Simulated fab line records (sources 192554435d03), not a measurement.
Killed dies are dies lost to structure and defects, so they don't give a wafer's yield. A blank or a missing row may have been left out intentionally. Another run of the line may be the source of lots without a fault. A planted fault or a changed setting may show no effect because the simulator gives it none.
What tool caused it? / flow n5_finfet / Sampling: 21 lots, 63 wafers, 2 of 1938 route steps

## WHAT THE GAUGES READ, wafer by wafer
N5_STI_FIN_REVEAL_THK_MEAS_05. Usual: thk_nm 131.8 nm, standard deviation 0.96.
lot=L075; measured=day 2 15:25; on=film_metro-01; thk_nm (nm)=132.3 132.1 132.6; flag=
lot=L076; measured=day 2 21:21; on=film_metro-02; thk_nm (nm)=130.5 130.7 129.8; flag=
lot=L077; measured=day 3 04:32; on=film_metro-01; thk_nm (nm)=129.6 131.0 130.3; flag=
lot=L078; measured=day 3 11:58; on=film_metro-02; thk_nm (nm)=133.5 131.9 131.9; flag=
lot=L079; measured=day 3 16:55; on=film_metro-02; thk_nm (nm)=130.5 130.3 132.7; flag=
lot=L080; measured=day 3 20:50; on=film_metro-02; thk_nm (nm)=133.0 132.4 131.5; flag=
lot=L081; measured=day 4 03:07; on=film_metro-02; thk_nm (nm)=131.2 133.0 133.0; flag=
lot=L082; measured=day 4 10:07; on=film_metro-01; thk_nm (nm)=131.0 131.3 130.6; flag=
lot=L083; measured=day 4 15:10; on=film_metro-02; thk_nm (nm)=132.3 132.4 132.6; flag=
lot=L084; measured=day 4 21:47; on=film_metro-02; thk_nm (nm)=130.1 131.1 131.5; flag=
lot=L086; measured=day 5 12:19; on=film_metro-01; thk_nm (nm)=130.3 131.7 131.5; flag=
lot=L087; measured=day 5 17:01; on=film_metro-02; thk_nm (nm)=132.4 133.5 131.8; flag=
lot=L088; measured=day 5 23:05; on=film_metro-02; thk_nm (nm)=130.7 131.3 132.3; flag=
lot=L089; measured=day 6 03:20; on=film_metro-01; thk_nm (nm)=131.0 132.7 131.7; flag=
lot=L090; measured=day 6 10:22; on=film_metro-01; thk_nm (nm)=131.4 132.6 132.5; flag=
lot=L091; measured=day 6 15:26; on=film_metro-01; thk_nm (nm)=132.0 132.2 131.0; flag=
lot=L092; measured=day 6 22:27; on=film_metro-01; thk_nm (nm)=131.7 132.8 132.3; flag=
lot=L093; measured=day 7 03:58; on=film_metro-01; thk_nm (nm)=131.3 132.2 131.0; flag=
lot=L094; measured=day 7 10:08; on=film_metro-02; thk_nm (nm)=132.9 130.6 133.1; flag=
lot=L096; measured=day 7 21:37; on=film_metro-02; thk_nm (nm)=130.2 131.0 131.3; flag=
lot=L097; measured=day 8 02:58; on=film_metro-02; thk_nm (nm)=133.3 134.0 132.6; flag=

## WHAT TOOL EACH LOT RAN ON (gives the tool, then ch and the chambers of the sampled wafers, and finally the start)
lot=L075; N5_FIN_CUT_CUT_ETCH_28=rie_si-01 ch 0,1,2, day 2 09:46
lot=L076; N5_FIN_CUT_CUT_ETCH_28=rie_si-05 ch 2,3, day 2 14:46
lot=L077; N5_FIN_CUT_CUT_ETCH_28=rie_si-06 ch 0,1,2, day 2 22:17
lot=L078; N5_FIN_CUT_CUT_ETCH_28=rie_si-06 ch 2,3, day 3 04:57
lot=L079; N5_FIN_CUT_CUT_ETCH_28=rie_si-01 ch 1,2,3, day 3 11:16
lot=L080; N5_FIN_CUT_CUT_ETCH_28=rie_si-01 ch 0,1, day 3 15:09
lot=L081; N5_FIN_CUT_CUT_ETCH_28=rie_si-01 ch 0,2, day 3 21:28
lot=L082; N5_FIN_CUT_CUT_ETCH_28=rie_si-01 ch 0,1,2, day 4 04:22
lot=L083; N5_FIN_CUT_CUT_ETCH_28=rie_si-06 ch 1,2,3, day 4 09:11
lot=L084; N5_FIN_CUT_CUT_ETCH_28=rie_si-06 ch 1,2,3, day 4 15:57
lot=L086; N5_FIN_CUT_CUT_ETCH_28=rie_si-01 ch 0,1,2, day 5 06:38
lot=L087; N5_FIN_CUT_CUT_ETCH_28=rie_si-01 ch 2,3, day 5 11:22
lot=L088; N5_FIN_CUT_CUT_ETCH_28=rie_si-05 ch 0,3, day 5 17:25
lot=L089; N5_FIN_CUT_CUT_ETCH_28=rie_si-05 ch 0,2,3, day 5 21:41
lot=L090; N5_FIN_CUT_CUT_ETCH_28=rie_si-06 ch 0,2, day 6 04:43
lot=L091; N5_FIN_CUT_CUT_ETCH_28=rie_si-05 ch 2,3, day 6 09:44
lot=L092; N5_FIN_CUT_CUT_ETCH_28=rie_si-01 ch 0,1, day 6 16:29
lot=L093; N5_FIN_CUT_CUT_ETCH_28=rie_si-06 ch 0,3, day 6 22:05
lot=L094; N5_FIN_CUT_CUT_ETCH_28=rie_si-06 ch 0,1,2, day 7 04:29
lot=L096; N5_FIN_CUT_CUT_ETCH_28=rie_si-06 ch 0,1,2, day 7 15:23
lot=L097; N5_FIN_CUT_CUT_ETCH_28=rie_si-01 ch 1,2,3, day 7 21:19
- N5_FIN_CUT_CUT_ETCH_28: etches Si in HBr/Cl2/O2, target depth 6 nm, time 2.4 s.

## AS READ BY THE TOOLS THEMSELVES (means over the sampled wafers that have a number; for cases with no such wafer, the mark the record gives instead)
N5_FIN_CUT_CUT_ETCH_28. Usual: drypump_motor_current_A 6.0 A, standard deviation 0.52; oes_o_777_au 1.001 a.u., standard deviation 0.023; oes_product_au 1.004 a.u., standard deviation 0.0094; throttle_valve_pct 37.23 %, standard deviation 0.28.
lot=L075; tool=rie_si-01; drypump_motor_current_A (A)=6.2; oes_o_777_au (a.u.)=1.000; oes_product_au (a.u.)=1.011; throttle_valve_pct (%)=37.29; flag=
lot=L076; tool=rie_si-05; drypump_motor_current_A (A)=5.7; oes_o_777_au (a.u.)=1.018; oes_product_au (a.u.)=1.006; throttle_valve_pct (%)=37.20; flag=
lot=L077; tool=rie_si-06; drypump_motor_current_A (A)=5.8; oes_o_777_au (a.u.)=0.991; oes_product_au (a.u.)=0.999; throttle_valve_pct (%)=37.14; flag=
lot=L078; tool=rie_si-06; drypump_motor_current_A (A)=5.7; oes_o_777_au (a.u.)=0.984; oes_product_au (a.u.)=0.991; throttle_valve_pct (%)=37.31; flag=
lot=L079; tool=rie_si-01; drypump_motor_current_A (A)=6.3; oes_o_777_au (a.u.)=0.981; oes_product_au (a.u.)=0.998; throttle_valve_pct (%)=37.23; flag=
lot=L080; tool=rie_si-01; drypump_motor_current_A (A)=6.2; oes_o_777_au (a.u.)=1.008; oes_product_au (a.u.)=1.011; throttle_valve_pct (%)=37.43; flag=
lot=L081; tool=rie_si-01; drypump_motor_current_A (A)=6.2; oes_o_777_au (a.u.)=1.011; oes_product_au (a.u.)=1.011; throttle_valve_pct (%)=37.46; flag=
lot=L082; tool=rie_si-01; drypump_motor_current_A (A)=6.2; oes_o_777_au (a.u.)=1.003; oes_product_au (a.u.)=1.009; throttle_valve_pct (%)=37.29; flag=
lot=L083; tool=rie_si-06; drypump_motor_current_A (A)=5.5; oes_o_777_au (a.u.)=0.999; oes_product_au (a.u.)=1.004; throttle_valve_pct (%)=37.16; flag=
lot=L084; tool=rie_si-06; drypump_motor_current_A (A)=5.5; oes_o_777_au (a.u.)=1.004; oes_product_au (a.u.)=0.995; throttle_valve_pct (%)=37.16; flag=
lot=L086; tool=rie_si-01; drypump_motor_current_A (A)=6.3; oes_o_777_au (a.u.)=1.000; oes_product_au (a.u.)=1.010; throttle_valve_pct (%)=37.29; flag=
lot=L087; tool=rie_si-01; drypump_motor_current_A (A)=6.3; oes_o_777_au (a.u.)=0.974; oes_product_au (a.u.)=0.997; throttle_valve_pct (%)=37.31; flag=
lot=L088; tool=rie_si-05; drypump_motor_current_A (A)=6.3; oes_o_777_au (a.u.)=1.032; oes_product_au (a.u.)=1.013; throttle_valve_pct (%)=36.89; flag=
lot=L089; tool=rie_si-05; drypump_motor_current_A (A)=5.9; oes_o_777_au (a.u.)=1.020; oes_product_au (a.u.)=1.012; throttle_valve_pct (%)=37.06; flag=
lot=L090; tool=rie_si-06; drypump_motor_current_A (A)=6.3; oes_o_777_au (a.u.)=0.982; oes_product_au (a.u.)=1.002; throttle_valve_pct (%)=37.41; flag=
lot=L091; tool=rie_si-05; drypump_motor_current_A (A)=5.7; oes_o_777_au (a.u.)=1.022; oes_product_au (a.u.)=1.008; throttle_valve_pct (%)=37.19; flag=
lot=L092; tool=rie_si-01; drypump_motor_current_A (A)=6.2; oes_o_777_au (a.u.)=1.008; oes_product_au (a.u.)=1.007; throttle_valve_pct (%)=37.42; flag=
lot=L093; tool=rie_si-06; drypump_motor_current_A (A)=6.3; oes_o_777_au (a.u.)=0.991; oes_product_au (a.u.)=1.005; throttle_valve_pct (%)=37.55; flag=
lot=L094; tool=rie_si-06; drypump_motor_current_A (A)=5.8; oes_o_777_au (a.u.)=0.997; oes_product_au (a.u.)=1.001; throttle_valve_pct (%)=37.15; flag=
lot=L096; tool=rie_si-06; drypump_motor_current_A (A)=5.7; oes_o_777_au (a.u.)=0.993; oes_product_au (a.u.)=1.003; throttle_valve_pct (%)=37.15; flag=
lot=L097; tool=rie_si-01; drypump_motor_current_A (A)=6.2; oes_o_777_au (a.u.)=0.986; oes_product_au (a.u.)=1.000; throttle_valve_pct (%)=37.23; flag=

## THE ANSWER, worked out from the rows above alone
Rule: a lot is off if the mean of its wafers that have a number lies more than 3 standard deviations from the usual mean. A lot without any number at a reading at which 4 lots or more have one is off too. The other lots that the step has rows for count as sound. The gauges are gone through in route order, then the tools' own readings, and for those a lot's mean is taken as printed above. At the first step where some lot is off, the reading lying furthest off is the one used; lots without a number count as furthest.
No lot is off at any reading shown: from this, nothing can be told.

## WHAT WAS PUT IN BY THE SIMULATOR
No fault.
